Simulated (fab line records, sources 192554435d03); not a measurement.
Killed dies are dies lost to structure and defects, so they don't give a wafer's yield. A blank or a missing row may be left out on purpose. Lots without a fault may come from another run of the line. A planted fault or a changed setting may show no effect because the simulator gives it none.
Split-lot experiment | flow n5_finfet | 7 lots, 21 wafers read, on a route of 1938 steps

THE SPLIT
At N5_BEOL_M4_TRENCH_ETCH_37 (etches SiOC in C4F6/O2, target depth 55.555 nm, time 29.2 s), the setting bias_w was moved away from the recipe's 185 W on 8 of the 21 wafers read, by -12.1% to +10.7%. The other wafers ran this setting at the recipe's value.

The reading is taken at the split's own step.

THE READING
rf_vpp_V, in V, at N5_BEOL_M4_TRENCH_ETCH_37 (etches SiOC in C4F6/O2, target depth 55.555 nm, time 29.2 s). Fault-free wafers of this fab line usually give 661 V, standard deviation 11 V.

wafer  | tool, chamber at the split | bias_w as run, W | against the recipe | rf_vpp_V, V | against lot-mates on the recipe
L078.1 | rie_diel-06, 1             | 185              | recipe             | 658         | -
L078.4 | rie_diel-06, 2             | 204.8            | +10.7%             | 745         | +86
L078.6 | rie_diel-06, 1             | 185              | recipe             | 660         | -
L079.2 | rie_diel-05, 2             | 202.4            | +9.4%              | 717         | +67
L079.3 | rie_diel-05, 3             | 185              | recipe             | 650         | -
L079.5 | rie_diel-05, 1             | 202.4            | +9.4%              | 707         | +57
L082.4 | rie_diel-02, 0             | 174.3            | -5.8%              | 624         | -30
L082.5 | rie_diel-02, 0             | 185              | recipe             | 654         | -
L082.6 | rie_diel-02, 3             | 174.3            | -5.8%              | 637         | -17
L083.2 | rie_diel-06, 1             | 198              | +7.0%              | 696         | +8
L083.4 | rie_diel-06, 2             | 185              | recipe             | 687         | -
L083.6 | rie_diel-06, 2             | 185              | recipe             | 688         | -
L086.3 | rie_diel-05, 0             | 185              | recipe             | 668         | -
L086.5 | rie_diel-05, 1             | 185              | recipe             | 656         | -
L086.6 | rie_diel-05, 0             | 185              | recipe             | 669         | -
L093.1 | rie_diel-05, 1             | 185              | recipe             | 657         | -
L093.5 | rie_diel-05, 2             | 185              | recipe             | 668         | -
L093.6 | rie_diel-05, 3             | 162.6            | -12.1%             | 586         | -76
L097.1 | rie_diel-02, 0             | 185              | recipe             | 652         | -
L097.5 | rie_diel-02, 1             | 171              | -7.6%              | 620         | -32
L097.6 | rie_diel-02, 0             | 185              | recipe             | 653         | -

THE FIT
A straight line over all 21 wafers: rf_vpp_V changes by +5.99 V for each +1% of bias_w; r = +0.95; the points scatter about the line by 12 V.
The same after taking each lot's own level away (the mean of its wafers on the recipe; 21 wafers): +5.86 V for each +1%; r = +0.95; scatter 11 V.
On that fit, the largest move of bias_w shifts the reading by 71 V.
The lots' own levels span 650.0 to 687.5 V, that is 3.4 times the standard deviation above.
So the lot-to-lot level changes the slope little: the two slopes agree.
Check: with one of the wafers moved furthest among these (-12.1%) left out of the fit, the line predicts -66.4 V for it against its lot-mates. It came out at -76.5 V against them.
Tool readings at the split's step, against how far the setting was moved: rf_vpp_V r = +0.95.

OTHER SPLITS ON THESE WAFERS
These wafers also went through other splits before the reading. Each is held against what the fit with the lots' levels taken away leaves over:
other split on the same wafers     | wafers away from the commonest value | r with rf_vpp_V (lot level and that fit taken away)
N5_BEOL_M1_ETCH_70 time_s          | 7                                    | +0.16
N5_BEOL_M1_TRENCH_ETCH_37 time_s   | 10                                   | -0.29
N5_BEOL_M2_TRENCH_ETCH_37 source_w | 3                                    | +0.09
N5_BEOL_M3_COAT_22 spin_rpm        | 8                                    | -0.03
N5_BEOL_M3_ETCH_70 source_w        | 4                                    | -0.25
N5_BEOL_M3_ETCH_41 target_depth_a  | 6                                    | +0.03
N5_BEOL_M4_ETCH_70 time_s          | 9                                    | -0.21

THE FILE'S OWN FIT
rf_vpp_V changes by +5.88 V for each +1% of bias_w, r = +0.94.
